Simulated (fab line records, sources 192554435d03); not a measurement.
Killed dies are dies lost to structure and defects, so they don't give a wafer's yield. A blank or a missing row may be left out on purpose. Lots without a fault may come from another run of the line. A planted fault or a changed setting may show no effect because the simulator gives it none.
Chamber matching | flow n5_finfet | N5_HKMG_FIN_ALD_21 on ald_metal-01: 4 sister chambers
The step deposits TiN, target thk 1.5 nm, pulse time 1 s, purge time 3 s. 8 wafers are shown with their chamber, then 9 later ones without.

WAFERS WITH THEIR CHAMBER
wafer  | chamber | heater_power_w (W) | precursor_pulse_height_rel
L085.2 | 1       | 973                | 0.996
L086.5 | 3       | 985                | 1.041
L087.1 | 2       | 760                | 0.984
L087.4 | 3       | 993                | 1.016
L087.5 | 0       | 902                | 1.035
L093.1 | 0       | 895                | 0.994
L093.4 | 2       | 761                | 1.010
L093.6 | 1       | 976                | 1.018

WAFERS WITHOUT THEIR CHAMBER
wafer  | heater_power_w (W) | precursor_pulse_height_rel
L095.1 | 906                | 1.013
L095.2 | 988                | 0.993
L095.3 | 742                | 1.012
L096.1 | 893                | 0.977
L096.3 | 966                | 1.028
L096.4 | 748                | 0.991
L097.1 | 765                | 0.965
L097.3 | 775                | 0.980
L097.6 | 769                | 0.999

WHICH CHAMBER EACH WENT THROUGH
wafer  | from the rows above     | in truth
L095.1 | 0                       | 0
L095.2 | can't be placed: 3 or 1 | 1
L095.3 | 2                       | 2
L096.1 | 0                       | 0
L096.3 | 1                       | 1
L096.4 | 2                       | 2
L097.1 | 2                       | 2
L097.3 | 2                       | 2
L097.6 | 2                       | 2
Placed correctly: 8 of 9. Can't be placed from these rows: 1 (the true chamber is among the candidates in 1). Placed wrongly: 0.
How it was worked out, from the rows above alone: a wafer's distance from a chamber is the root of the sum, over the readings, of the square of ((its reading less the chamber's mean) divided by the reading's scatter). The wafer belongs to the nearest chamber; if the next one is less than 2 further off, it can't be placed. A chamber's mean is the mean of its shown wafers. The scatter: the root of (the sum of the squares of (reading less its chamber's mean) over the shown wafers, divided by (wafers less chambers)).
